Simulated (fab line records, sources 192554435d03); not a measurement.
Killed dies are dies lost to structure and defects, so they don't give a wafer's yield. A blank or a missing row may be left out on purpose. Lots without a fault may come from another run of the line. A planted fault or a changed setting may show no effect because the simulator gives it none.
Split-lot experiment | flow n5_finfet | 7 lots, 21 wafers read, on a route of 1938 steps

THE SPLIT
At N5_PASSIVATION_EXPOSE_07 (exposes mask TV, defocus 0 nm, target cd 3000 nm), the setting dose_mj was moved away from the recipe's 22.75 on 10 of the 21 wafers read, by -7.3% to +5.5%. The other wafers ran this setting at the recipe's value.

FROM THE SPLIT TO THE READING: what the file shows between them, 3 steps
- N5_PASSIVATION_PEB_08
- N5_PASSIVATION_DEVELOP_09: develop time 60 s
- N5_PASSIVATION_HARDBAKE_11: time 120 s

THE READING
cd_nm, in nm, at N5_PASSIVATION_CD_MEAS_10 (target cd 3000 nm). Fault-free wafers of this fab line usually give 3000.1 nm, standard deviation 2.1 nm.

wafer  | tool, chamber at the split | dose_mj as run | against the recipe | cd_nm, nm | against lot-mates on the recipe
L076.1 | krf_scanner-02, 0          | 21.1           | -7.3%              | 2982.5    | -16.2
L076.4 | krf_scanner-02, 0          | 21.1           | -7.3%              | 2979.4    | -19.3
L076.5 | krf_scanner-02, 0          | 22.75          | recipe             | 2998.7    | -
L078.2 | krf_scanner-01, 0          | 22.75          | recipe             | 3001.6    | -
L078.5 | krf_scanner-01, 0          | 22.75          | recipe             | 3004.1    | -
L078.6 | krf_scanner-01, 0          | 23.83          | +4.7%              | 3013.2    | +10.3
L079.2 | krf_scanner-01, 0          | 22.75          | recipe             | 2999.0    | -
L079.3 | krf_scanner-01, 0          | 21.26          | -6.5%              | 2985.4    | -14.1
L079.5 | krf_scanner-01, 0          | 22.75          | recipe             | 3000.0    | -
L082.2 | krf_scanner-02, 0          | 22.75          | recipe             | 3002.1    | -
L082.4 | krf_scanner-02, 0          | 21.48          | -5.6%              | 2986.9    | -15.2
L082.6 | krf_scanner-02, 0          | 21.48          | -5.6%              | 2985.1    | -17.0
L086.1 | krf_scanner-02, 0          | 22.75          | recipe             | 3001.7    | -
L086.5 | krf_scanner-02, 0          | 23.99          | +5.5%              | 3013.8    | +12.1
L086.6 | krf_scanner-02, 0          | 23.99          | +5.5%              | 3013.1    | +11.4
L089.4 | krf_scanner-02, 0          | 21.14          | -7.1%              | 2986.7    | -15.3
L089.5 | krf_scanner-02, 0          | 21.14          | -7.1%              | 2985.4    | -16.6
L089.6 | krf_scanner-02, 0          | 22.75          | recipe             | 3002.0    | -
L094.2 | krf_scanner-01, 0          | 22.75          | recipe             | 3000.0    | -
L094.3 | krf_scanner-01, 0          | 22.75          | recipe             | 3001.4    | -
L094.4 | krf_scanner-01, 0          | 22.75          | recipe             | 3000.7    | -

THE FIT
A straight line over all 21 wafers: cd_nm changes by +2.45 nm for each +1% of dose_mj; r = +0.99; the points scatter about the line by 1.8 nm.
The same after taking each lot's own level away (the mean of its wafers on the recipe; 21 wafers): +2.35 nm for each +1%; r = +0.99; scatter 1.3 nm.
On that fit, the largest move of dose_mj shifts the reading by 17 nm.
The lots' own levels span 2998.70 to 3002.85 nm, that is 2.0 times the standard deviation above.
So the lot-to-lot level changes the slope little: the two slopes agree.
Check: with one of the wafers moved furthest among these (-7.3%) left out of the fit, the line predicts -17.6 nm for it against its lot-mates. It came out at -16.2 nm against them.

OTHER SPLITS ON THESE WAFERS
These wafers also went through other splits before the reading. Each is held against what the fit with the lots' levels taken away leaves over:
other split on the same wafers | wafers away from the commonest value | r with cd_nm (lot level and that fit taken away)
N5_BEOL_M14_SPUTTER_43 time_s  | 9                                    | -0.28
N5_BEOL_M15_ILD_DEP_00 temp_c  | 6                                    | -0.09

THE WHOLE CHAIN: every reading that the file lists as answering this split, in the file's order
step                      | what it does             | reading                                                         | change (the file's fit)              | r (the file's)
N5_PASSIVATION_CD_MEAS_10 | target cd 3000 nm        | cd_nm                                                           | +2.35 nm for each +1% of the setting | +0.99
N5_PASSIVATION_DESCUM_12  | chemistry O2, time 7.9 s | TV_LITHO.cd_nm (the simulator's own value, which no gauge read) | +2.37 nm for each +1% of the setting | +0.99

THE FILE'S OWN FIT
cd_nm changes by +2.35 nm for each +1% of dose_mj, r = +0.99.
